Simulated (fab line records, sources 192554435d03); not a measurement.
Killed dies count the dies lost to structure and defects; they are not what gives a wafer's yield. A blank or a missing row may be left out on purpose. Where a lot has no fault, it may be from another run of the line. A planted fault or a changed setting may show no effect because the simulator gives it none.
A lot that was struck, set against a sound lot -- flow n5Finfet -- 33 steps out of a route of 1938
Sound: these wafers, L343.1, L343.4, L343.6. Struck: wafers L357.3, L357.5. (L357.6 of the same lot was not struck and is left out.) The cause comes at the end.
Per side, at each step with rows, come the tool, then ch with its chambers, and then its first start. Under that, the readings that differ: sound wafers -- struck wafers -- difference of the means -- sigmas: that difference in standard deviations of wafers without a fault.
alike: readings with means less than 2 such deviations apart, plus words and numbers identical on both sides. not compared: withheld readings, readings lacking a value on some wafer, bounds such as >300 that could conceal the same value, and numbers that have no deviation in the record and whose values overlap.
A row with sigmas, a row that says differs or no value, or rows on one side alone: a step with any of these is where the two part. When numbers do not overlap yet have no deviation, they are printed without sigmas and do not part them. Lack of a reading on every wafer of one side parts them only where that side has two or more wafers.

first, 1 step without rows for these wafers: N5_GATE_CUT_SRD_32 (time 30 s).
N5_GATE_CUT_SAC_CAP_01: material SiNx, target thk 24 nm, pulse time 1 s, ald cycles 480.
  sound on aldSin-02 ch 0,2, day 4 18:14; struck on aldSin-03 ch 2,3, day 8 06:53
  alike: heaterPowerW, precursorPulseHeightRel
  not compared: sinceWetCleanH
then, 2 steps without rows for these wafers: N5_GATE_CUT_PECVD_57 (deposits SiNx from SiH4/NH3/N2, target thk 21 nm); N5_GATE_CUT_CMP_02 (polishes, stops on SiO2, t overpolish 12.7 s, target thk 0 nm).
N5_GATE_CUT_HM_DEP_46: deposits SiO2 from TEOS/O2, target thk 130 nm, time 26.6 s.
  sound on pecvd-03 ch 1,2, day 4 20:50; struck on pecvd-01 ch 1, day 8 09:35
  alike: heaterPowerW, showerheadPlenumPTorr, showerheadVppV, throttleValvePct
  not compared: sinceWetCleanH
then, 6 steps without rows for these wafers: N5_GATE_CUT_COAT_34 (time 60 s, resist thk 60 nm); N5_GATE_CUT_COAT_35 (time 60 s, resist thk 10 nm); N5_GATE_CUT_COAT_27 (time 60 s, resist thk 10 nm); N5_GATE_CUT_COAT_07 (resist thk 30 nm); N5_GATE_CUT_EBR_09; N5_GATE_CUT_SOFTBAKE_08 (time 60 s).
N5_GATE_CUT_EXPOSE_10: exposes mask GATE CUT, target cd 20 nm.
  sound on euvScanner-02 ch 0, day 4 21:10; struck on euvScanner-02 ch 0, day 8 09:48
reading,sound,struck,difference,sigmas
stageMsdNm (nm),0.905 0.907 0.904,0.878 0.878,-0.027,-3
  alike: mask
then, 2 steps without rows for these wafers: N5_GATE_CUT_PEB_11 (peb time 60 s); N5_GATE_CUT_DEVELOP_12 (develop time 30 s).
N5_GATE_CUT_CD_MEAS_13: the cd target is 20 nm.
  sound on cdSem-02 ch 0, day 4 21:18; struck on cdSem-01 ch 0, day 8 09:55
reading,sound,struck,difference,sigmas
cdNm (nm),19.32 19.22 19.57,10.01 9.19,-9.77,-36
N5_GATE_CUT_OVL_MEAS_14:
  sound on overlay-02 ch 0, day 4 21:20; struck on overlay-01 ch 0, day 8 09:58
  alike: GATE_CUT_OVL
N5_GATE_CUT_INSPECT_15: inspects for defects (brightfield).
  sound: defectInspect-02 at day 4 21:23; struck: defectInspect-02 at day 8 10:01
  alike: rawDefectCount
N5_GATE_CUT_DESCUM_18: chemistry O2, time 7 s.
  sound on rieDiel-06 ch 0,3, day 4 22:20; struck on rieDiel-03 ch 0,1, day 8 10:02
reading,sound,struck,difference,sigmas
model.GATE_CUT.cdNm (nm),19.4 19.8 19.8,10 9.2,-10,
  alike: drypumpMotorCurrentA, oesProductAu, rfVppV, showerheadPlenumPTorr, throttleValvePct
  not compared: rfHoursCounterH
then, 5 steps without rows for these wafers: N5_GATE_CUT_ETCH_28 (etches underlayer in N2/H2, target depth 13 nm, time 10.4 s); N5_GATE_CUT_ETCH_36 (etches SiARC in CF4, target depth 13 nm, time 21.7 s); N5_GATE_CUT_ETCH_37 (etches SOC in N2/H2, target depth 60 nm, overetch 12 nm, time 90 s); N5_GATE_CUT_STRIP_38 (strips in N2/H2); N5_GATE_CUT_STRIP_39 (strips in N2/H2).
N5_GATE_CUT_HM_OPEN_40: chemistry C4F6/O2, target SiO2, target depth 139 nm, time 85.1 s.
  sound on rieDiel-06 ch 0,3, day 4 22:29; struck on rieDiel-03 ch 0,1, day 8 10:13
  alike: drypumpMotorCurrentA, etchRfOnTimeS, oesProductAu, rfVppV, showerheadPlenumPTorr, throttleValvePct
  not compared: rfHoursCounterH
then, 3 steps without rows for these wafers: N5_GATE_CUT_STRIP_41 (strips in CF4); N5_GATE_CUT_STRIP_42 (strips in O2); N5_GATE_CUT_ETCH_19 (etches SiNx in CH3F/O2, target depth 53.7 nm, time 76.7 s).
N5_GATE_CUT_CUT_ETCH_53: etches W in SF6/Cl2, target depth 79.2 nm.
  sound on rieMetal-01 ch 0,1, day 4 22:43; struck on rieMetal-03 ch 0, day 8 10:28
reading,sound,struck,difference,sigmas
etchRfOnTimeS (s),26.03 26.13 26.01,26.75 26.95,+0.79,+3
  alike: drypumpMotorCurrentA, oesProductAu, throttleValvePct
  not compared: rfHoursCounterH
then, 2 steps without rows for these wafers: N5_GATE_CUT_CUT_ETCH_54 (etches TiN in Cl2/BCl3, target depth 96.7 nm); N5_GATE_CUT_CUT_ETCH_55 (etches HfO2 in BCl3, target depth 3.2 nm).
N5_GATE_CUT_ETCH_47: etches SiO2 in Cl2/BCl3, target depth 10 nm.
  sound on rieMetal-01 ch 0,1, day 4 22:52; struck on rieMetal-03 ch 0, day 8 10:36
reading,sound,struck,difference,sigmas
model.GATE_CUT.cdNm (nm),19.6 20 20,11 9.2,-10,
  alike: drypumpMotorCurrentA, oesProductAu, throttleValvePct
  not compared: rfHoursCounterH
N5_GATE_CUT_VAPOR_ETCH_48: etches TiN in BCl3/Cl2.
  sound on rieMetal-01 ch 0,1, day 4 22:54; struck on rieMetal-03 ch 0, day 8 10:38
  alike: drypumpMotorCurrentA, oesProductAu
N5_BEOL_M4_RC_MEAS_101:
  the record has rows for the sound wafers here (prober-01 ch 0, day 8 08:08) and none for the struck ones

## WHERE THEY PART
At N5_GATE_CUT_EXPOSE_10 first; at N5_BEOL_M4_RC_MEAS_101 last (within this record only).

WHY: the cause the simulator had injected
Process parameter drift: euvScanner-02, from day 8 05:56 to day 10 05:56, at N5_GATE_CUT_EXPOSE_10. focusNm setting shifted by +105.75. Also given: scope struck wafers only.
